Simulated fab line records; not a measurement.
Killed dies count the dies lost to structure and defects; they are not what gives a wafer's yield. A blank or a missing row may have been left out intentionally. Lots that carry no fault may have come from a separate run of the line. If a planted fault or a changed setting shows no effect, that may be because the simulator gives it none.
What tool caused it?	flow n5-finfet	Sampling: 22 lots, 66 wafers, 6 of 1938 route steps

## WHAT THE GAUGES READ, wafer by wafer
N5_GATE_CUT_THK_MEAS_24. Usual: for GC_FILL_THK the level is 220.0 nm and the standard deviation is 1.7.
lot	measured	on	GC_FILL_THK (nm)	flag
L074	day 4 14:26	film-metro-02	220.4 219.6 217.5	
L075	day 5 00:19	film-metro-01	220.6 224.2 224.2	
L076	day 5 02:25	film-metro-01	217.0 221.3 221.2	
L077	day 5 09:35	film-metro-01	220.3 218.4 221.2	
L078	day 5 19:53	film-metro-02	216.3 219.0 220.8	
L079	day 5 22:13	film-metro-02	216.3 218.6 220.8	
L080	day 6 01:25	film-metro-01	218.7 221.8 222.8	
L082	day 6 14:31	film-metro-02	220.8 221.0 220.6	
L083	day 6 18:01	film-metro-02	219.1 217.9 222.0	
L084	day 7 02:08	film-metro-02	218.3 219.5 219.4	
L085	day 7 12:38	film-metro-02	219.7 221.8 222.7	
L086	day 7 14:50	film-metro-01	220.4 219.4 221.3	
L087	day 7 19:35	film-metro-01	219.0 222.9 220.8	
L088	day 8 05:37	film-metro-01	216.4 220.3 220.9	
L089	day 8 06:47	film-metro-01	220.8 219.2 220.6	
L090	day 8 13:06	film-metro-01	218.8 220.6 221.8	
L091	day 8 20:46	film-metro-01	223.5 223.5 222.2	
L092	day 9 03:17	film-metro-01	220.0 220.3 222.1	
L094	day 9 20:22	film-metro-01	219.1 219.6 220.1	
L095	day 10 01:46	film-metro-02	217.1 218.2 217.8	
L096	day 10 07:22	film-metro-01	217.1 220.5 219.6	
L097	day 10 09:20	film-metro-01	220.2 221.7 220.4	

## WHAT TOOL EACH LOT RAN ON (gives the tool, then ch and the chambers of the sampled wafers, and finally the start)
lot	N5_GATE_CUT_SAC_CAP_01	N5_GATE_CUT_ETCH_28	N5_GATE_CUT_ETCH_36	N5_GATE_CUT_STRIP_42	N5_GATE_CUT_CUT_ETCH_54
L074	ald-sin-02 ch 1,2, day 4 08:31	rie-diel-05 ch 0,3, day 4 11:50	rie-diel-05 ch 0,3, day 4 11:51	rie-diel-05 ch 0,3, day 4 12:02	rie-metal-01 ch 0,1, day 4 12:15
L075	ald-sin-02 ch 0,1,2, day 4 17:05	rie-diel-01 ch 0,1, day 4 20:20	rie-diel-01 ch 0,1, day 4 20:22	rie-diel-01 ch 0,1, day 4 20:33	rie-metal-02 ch 0, day 4 20:52
L076	ald-sin-04 ch 2,3, day 4 19:54	rie-diel-01 ch 0,3, day 4 23:38	rie-diel-01 ch 0,3, day 4 23:39	rie-diel-01 ch 0,3, day 4 23:50	rie-metal-01 ch 0,1, day 5 00:04
L077	ald-sin-01 ch 2,3, day 5 03:52	rie-diel-03 ch 0,2, day 5 07:01	rie-diel-03 ch 0,2, day 5 07:02	rie-diel-03 ch 0,2, day 5 07:13	rie-metal-02 ch 0,1, day 5 07:25
L078	ald-sin-01 ch 0,2,3, day 5 13:35	rie-diel-03 ch 0,2,3, day 5 17:18	rie-diel-03 ch 0,2,3, day 5 17:19	rie-diel-03 ch 0,2,3, day 5 17:31	rie-metal-02 ch 1, day 5 17:43
L079	ald-sin-01 ch 0,1,3, day 5 16:21	rie-diel-03 ch 2,3, day 5 19:38	rie-diel-03 ch 2,3, day 5 19:39	rie-diel-03 ch 2,3, day 5 19:50	rie-metal-01 ch 0,1, day 5 20:03
L080	ald-sin-04 ch 1,3, day 5 19:43	rie-diel-05 ch 0,2, day 5 22:49	rie-diel-05 ch 0,2, day 5 22:50	rie-diel-05 ch 0,2, day 5 23:02	rie-metal-01 ch 0,1, day 5 23:14
L082	ald-sin-02 ch 1,3, day 6 08:49	rie-diel-03 ch 0,1,2, day 6 11:55	rie-diel-03 ch 0,1,2, day 6 11:56	rie-diel-03 ch 0,1,2, day 6 12:07	rie-metal-01 ch 0,1, day 6 12:20
L083	ald-sin-04 ch 0,1,3, day 6 12:02	rie-diel-01 ch 0,2, day 6 15:25	rie-diel-01 ch 0,2, day 6 15:26	rie-diel-01 ch 0,2, day 6 15:38	rie-metal-01 ch 0,1, day 6 15:50
L084	ald-sin-01 ch 0,1,3, day 6 20:26	rie-diel-05 ch 0,1,3, day 6 23:32	rie-diel-05 ch 0,1,3, day 6 23:34	rie-diel-05 ch 0,1,3, day 6 23:45	rie-metal-01 ch 0,1, day 6 23:59
L085	ald-sin-04 ch 0,2,3, day 7 06:48	rie-diel-01 ch 1,3, day 7 09:53	rie-diel-01 ch 1,3, day 7 09:55	rie-diel-01 ch 1,3, day 7 10:06	rie-metal-02 ch 1, day 7 10:19
L086	ald-sin-02 ch 0,1,2, day 7 09:08	rie-diel-03 ch 0,1,2, day 7 12:14	rie-diel-03 ch 0,1,2, day 7 12:15	rie-diel-03 ch 0,1,2, day 7 12:26	rie-metal-03 ch 0,1, day 7 12:39
L087	ald-sin-04 ch 2,3, day 7 13:52	rie-diel-01 ch 0,1,2, day 7 16:58	rie-diel-01 ch 0,1,2, day 7 16:59	rie-diel-01 ch 0,1,2, day 7 17:10	rie-metal-03 ch 0,1, day 7 17:23
L088	ald-sin-04 ch 1,2,3, day 7 23:56	rie-diel-05 ch 1,2, day 8 03:02	rie-diel-05 ch 1,2, day 8 03:03	rie-diel-05 ch 1,2, day 8 03:14	rie-metal-02 ch 0,1, day 8 03:27
L089	ald-sin-02 ch 0,1,3, day 8 00:43	rie-diel-03 ch 0,2, day 8 03:49	rie-diel-03 ch 0,2, day 8 03:50	rie-diel-03 ch 0,2, day 8 04:01	rie-metal-01 ch 1, day 8 04:14
L090	ald-sin-01 ch 0,1,3, day 8 07:17	rie-diel-05 ch 0,1, day 8 10:31	rie-diel-05 ch 0,1, day 8 10:32	rie-diel-05 ch 0,1, day 8 10:43	rie-metal-03 ch 0,1, day 8 10:56
L091	ald-sin-01 ch 0,1, day 8 13:17	rie-diel-05 ch 0,2,3, day 8 16:52	rie-diel-05 ch 0,2,3, day 8 16:53	rie-diel-05 ch 0,2,3, day 8 17:05	rie-metal-02 ch 0,1, day 8 17:17
L092	ald-sin-04 ch 0,2,3, day 8 21:14	rie-diel-03 ch 2,3, day 9 00:26	rie-diel-03 ch 2,3, day 9 00:27	rie-diel-03 ch 2,3, day 9 00:38	rie-metal-01 ch 0, day 9 00:55
L094	ald-sin-02 ch 0,1,3, day 9 14:32	rie-diel-03 ch 0,2,3, day 9 17:47	rie-diel-03 ch 0,2,3, day 9 17:48	rie-diel-03 ch 0,2,3, day 9 17:59	rie-metal-01 ch 0,1, day 9 18:12
L095	ald-sin-01 ch 0,1,2, day 9 20:03	rie-diel-03 ch 0,2,3, day 9 23:08	rie-diel-03 ch 0,2,3, day 9 23:10	rie-diel-03 ch 0,2,3, day 9 23:21	rie-metal-03 ch 0,1, day 9 23:34
L096	ald-sin-04 ch 1,3, day 10 01:32	rie-diel-05 ch 0,3, day 10 04:46	rie-diel-05 ch 0,3, day 10 04:47	rie-diel-05 ch 0,3, day 10 04:59	rie-metal-02 ch 0, day 10 05:11
L097	ald-sin-02 ch 1,2, day 10 03:17	rie-diel-01 ch 1,3, day 10 06:44	rie-diel-01 ch 1,3, day 10 06:46	rie-diel-01 ch 1,3, day 10 06:57	rie-metal-01 ch 0,1, day 10 07:10
- N5_GATE_CUT_SAC_CAP_01: material SiNx, target thk 24 nm, pulse time 1 s, ald cycles 480.
- N5_GATE_CUT_ETCH_28: etches underlayer in N2/H2, target depth 13 nm, time 10.4 s.
- N5_GATE_CUT_ETCH_36: etches SiARC in CF4, target depth 13 nm, time 21.7 s.
- N5_GATE_CUT_STRIP_42: strips in O2.
- N5_GATE_CUT_CUT_ETCH_54: etches TiN in Cl2/BCl3, target depth 96.7 nm.

## WHAT THE TOOLS THEMSELVES READ (means of the sampled wafers that have a number; where no wafer has one, the mark that the record gives instead)
N5_GATE_CUT_SAC_CAP_01. Usual: heater-power-outer-w 489 W, standard deviation 61; heater-power-w 801 W, standard deviation 87; precursor-pulse-height-rel 1.000, standard deviation 0.018.
lot	tool	heater-power-outer-w (W)	heater-power-w (W)	precursor-pulse-height-rel	flag
L074	ald-sin-02	490	803	1.007	
L075	ald-sin-02	509	860	1.014	
L076	ald-sin-04	462	724	0.982	
L077	ald-sin-01	457	770	1.003	
L078	ald-sin-01	453	751	1.005	
L079	ald-sin-01	450	771	0.997	
L080	ald-sin-04	442	703	0.978	
L082	ald-sin-02	494	810	0.992	
L083	ald-sin-04	504	790	0.982	
L084	ald-sin-01	457	771	1.007	
L085	ald-sin-04	498	779	0.999	
L086	ald-sin-02	500	862	0.993	
L087	ald-sin-04	435	703	0.986	
L088	ald-sin-04	464	754	1.014	
L089	ald-sin-02	506	830	1.014	
L090	ald-sin-01	457	778	1.006	
L091	ald-sin-01	452	763	1.011	
L092	ald-sin-04	491	785	1.015	
L094	ald-sin-02	462	767	0.985	
L095	ald-sin-01	508	813	1.008	
L096	ald-sin-04	448	712	0.993	
L097	ald-sin-02	501	822	1.019	

N5_GATE_CUT_ETCH_28. Usual: drypump-motor-current-A 5.6 A, standard deviation 0.6; etch-rf-on-time-s 10.34 s, standard deviation 0.17; oes-product-au 0.66 a.u., standard deviation 0.069; rf-vpp-V 524 V, standard deviation 3.3; showerhead-plenum-p-Torr 2.55 Torr, standard deviation 0.11; throttle-valve-pct 17.82 %, standard deviation 0.23.
lot	tool	drypump-motor-current-A (A)	etch-rf-on-time-s (s)	oes-product-au (a.u.)	rf-vpp-V (V)	showerhead-plenum-p-Torr (Torr)	throttle-valve-pct (%)	flag
L074	rie-diel-05	6.1	10.11	0.74	523	2.47	17.72	
L075	rie-diel-01	5.9	10.09	0.78	528	2.68	17.67	
L076	rie-diel-01	5.3	10.46	0.60	527	2.62	17.89	
L077	rie-diel-03	5.3	10.47	0.63	527	2.63	17.78	
L078	rie-diel-03	5.2	10.42	0.65	524	2.55	17.72	
L079	rie-diel-03	5.2	10.41	0.67	522	2.46	17.65	
L080	rie-diel-05	5.2	10.32	0.73	521	2.47	17.65	
L082	rie-diel-03	5.3	10.29	0.63	527	2.63	17.74	
L083	rie-diel-01	6.3	10.23	0.63	526	2.64	18.20	
L084	rie-diel-05	5.8	10.32	0.67	523	2.48	17.92	
L085	rie-diel-01	5.2	10.34	0.65	527	2.64	17.75	
L086	rie-diel-03	5.3	10.44	0.63	527	2.63	17.76	
L087	rie-diel-01	6.1	10.31	0.67	527	2.65	17.98	
L088	rie-diel-05	6.1	10.59	0.59	522	2.48	18.22	
L089	rie-diel-03	5.2	10.50	0.63	527	2.64	17.76	
L090	rie-diel-05	5.1	10.13	0.70	523	2.49	17.84	
L091	rie-diel-05	5.9	10.37	0.67	521	2.45	17.78	
L092	rie-diel-03	5.2	10.45	0.64	524	2.55	17.70	
L094	rie-diel-03	5.3	10.40	0.63	523	2.53	17.78	
L095	rie-diel-03	5.3	10.41	0.63	523	2.53	17.77	
L096	rie-diel-05	6.1	10.24	0.68	521	2.45	17.79	
L097	rie-diel-01	5.5	10.04	0.78	527	2.66	17.54	

N5_GATE_CUT_ETCH_36. Usual: drypump-motor-current-A 5.6 A, standard deviation 0.6; etch-rf-on-time-s 21.5 s, standard deviation 0.34; oes-product-au 0.66 a.u., standard deviation 0.069; rf-vpp-V 184.1 V, standard deviation 1.5; showerhead-plenum-p-Torr 2.15 Torr, standard deviation 0.089; throttle-valve-pct 15.57 %, standard deviation 0.18.
lot	tool	drypump-motor-current-A (A)	etch-rf-on-time-s (s)	oes-product-au (a.u.)	rf-vpp-V (V)	showerhead-plenum-p-Torr (Torr)	throttle-valve-pct (%)	flag
L074	rie-diel-05	6.1	21.2	0.73	183.6	2.08	15.50	
L075	rie-diel-01	5.9	21.2	0.78	184.8	2.25	15.45	
L076	rie-diel-01	5.3	21.5	0.60	184.8	2.21	15.69	
L077	rie-diel-03	5.3	21.5	0.64	185.2	2.22	15.53	
L078	rie-diel-03	5.2	21.4	0.65	184.6	2.15	15.48	
L079	rie-diel-03	5.2	21.6	0.67	183.6	2.07	15.45	
L080	rie-diel-05	5.2	21.3	0.73	183.4	2.08	15.46	
L082	rie-diel-03	5.3	21.4	0.64	184.6	2.22	15.52	
L083	rie-diel-01	6.3	21.4	0.63	185.2	2.21	15.87	
L084	rie-diel-05	5.8	21.2	0.68	183.5	2.09	15.62	
L085	rie-diel-01	5.2	21.7	0.65	185.4	2.22	15.56	
L086	rie-diel-03	5.4	21.6	0.62	184.3	2.21	15.51	
L087	rie-diel-01	6.1	21.2	0.68	185.9	2.22	15.69	
L088	rie-diel-05	6.1	22.1	0.59	183.6	2.08	15.83	
L089	rie-diel-03	5.2	21.7	0.63	185.1	2.21	15.54	
L090	rie-diel-05	5.1	21.5	0.69	183.1	2.10	15.56	
L091	rie-diel-05	5.9	21.5	0.67	183.2	2.07	15.59	
L092	rie-diel-03	5.2	21.7	0.64	183.4	2.14	15.51	
L094	rie-diel-03	5.2	21.9	0.63	184.3	2.14	15.54	
L095	rie-diel-03	5.3	21.8	0.63	183.8	2.13	15.56	
L096	rie-diel-05	6.1	21.4	0.68	182.8	2.07	15.59	
L097	rie-diel-01	5.5	21.3	0.77	186.0	2.24	15.33	

N5_GATE_CUT_STRIP_42. Usual: drypump-motor-current-A 5.6 A, standard deviation 0.59; oes-product-au 0.77 a.u., standard deviation 0.08; rf-vpp-V 3.6 V, standard deviation 0.47; showerhead-plenum-p-Torr 2.10 Torr, standard deviation 0.097; throttle-valve-pct 16.63 %, standard deviation 0.19.
lot	tool	drypump-motor-current-A (A)	oes-product-au (a.u.)	rf-vpp-V (V)	showerhead-plenum-p-Torr (Torr)	throttle-valve-pct (%)	flag
L074	rie-diel-05	6.1	0.85	3.5	2.03	16.51	
L075	rie-diel-01	5.9	0.91	3.2	2.22	16.54	
L076	rie-diel-01	5.3	0.69	3.6	2.16	16.71	
L077	rie-diel-03	5.3	0.74	3.6	2.19	16.62	
L078	rie-diel-03	5.2	0.76	3.2	2.10	16.57	
L079	rie-diel-03	5.2	0.78	3.6	2.03	16.48	
L080	rie-diel-05	5.2	0.86	4.1	2.04	16.51	
L082	rie-diel-03	5.3	0.74	3.9	2.18	16.60	
L083	rie-diel-01	6.2	0.74	3.5	2.17	16.91	
L084	rie-diel-05	5.8	0.79	4.0	2.04	16.67	
L085	rie-diel-01	5.2	0.75	3.3	2.18	16.58	
L086	rie-diel-03	5.3	0.74	3.7	2.18	16.61	
L087	rie-diel-01	6.0	0.78	3.4	2.18	16.76	
L088	rie-diel-05	6.1	0.69	3.4	2.05	16.95	
L089	rie-diel-03	5.3	0.73	3.9	2.18	16.64	
L090	rie-diel-05	5.1	0.81	4.1	2.05	16.59	
L091	rie-diel-05	5.9	0.79	3.7	2.02	16.65	
L092	rie-diel-03	5.1	0.75	3.6	2.10	16.58	
L094	rie-diel-03	5.2	0.74	4.1	2.09	16.60	
L095	rie-diel-03	5.3	0.73	3.2	2.09	16.62	
L096	rie-diel-05	6.1	0.79	3.2	2.01	16.59	
L097	rie-diel-01	5.5	0.91	3.2	2.19	16.39	

N5_GATE_CUT_CUT_ETCH_54. Usual: drypump-motor-current-A 5.9 A, standard deviation 0.41; etch-rf-on-time-s 36.7 s, standard deviation 0.57; oes-product-au 0.69 a.u., standard deviation 0.098; throttle-valve-pct 22.25 %, standard deviation 0.13.
lot	tool	drypump-motor-current-A (A)	etch-rf-on-time-s (s)	oes-product-au (a.u.)	throttle-valve-pct (%)	flag
L074	rie-metal-01	5.6	37.3	0.58	22.29	
L075	rie-metal-02	6.2	36.4	0.78	22.38	
L076	rie-metal-01	6.0	36.6	0.63	22.18	
L077	rie-metal-02	6.1	35.7	0.77	22.21	
L078	rie-metal-02	6.1	36.0	0.76	22.14	
L079	rie-metal-01	5.6	36.9	0.58	22.29	
L080	rie-metal-01	6.0	36.7	0.62	22.19	
L082	rie-metal-01	5.7	37.0	0.57	22.29	
L083	rie-metal-01	5.6	37.1	0.57	22.30	
L084	rie-metal-01	5.7	37.2	0.57	22.31	
L085	rie-metal-02	6.0	35.8	0.75	22.15	
L086	rie-metal-03	5.4	37.4	0.78	22.28	
L087	rie-metal-03	5.7	37.0	0.71	22.26	
L088	rie-metal-02	6.1	35.8	0.76	22.32	
L089	rie-metal-01	5.4	37.1	0.53	22.41	
L090	rie-metal-03	5.7	37.5	0.70	22.27	
L091	rie-metal-02	6.1	36.1	0.74	22.33	
L092	rie-metal-01	6.3	37.0	0.65	22.11	
L094	rie-metal-01	5.6	36.3	0.82	22.14	
L095	rie-metal-03	5.4	37.1	0.75	22.31	
L096	rie-metal-02	6.2	36.3	0.74	22.43	
L097	rie-metal-01	5.9	36.5	0.72	22.14	

## THE ANSWER, worked out from the rows above alone
Rule: a lot is off if the mean of its wafers that have a number lies more than 3 standard deviations from the usual mean. A lot without any number at a reading at which 4 lots or more have one is off too. Any other lot the step has rows for is counted as sound. The gauges are gone through in route order, then the tools' own readings, and for those a lot's mean is taken as printed above. The first step at which some lot is off is used, and at that step the reading that is off furthest; a lot without a number counts as furthest.
Nothing can be told from this: no lot is off at any reading shown.

## WHAT THE SIMULATOR HAD PUT IN
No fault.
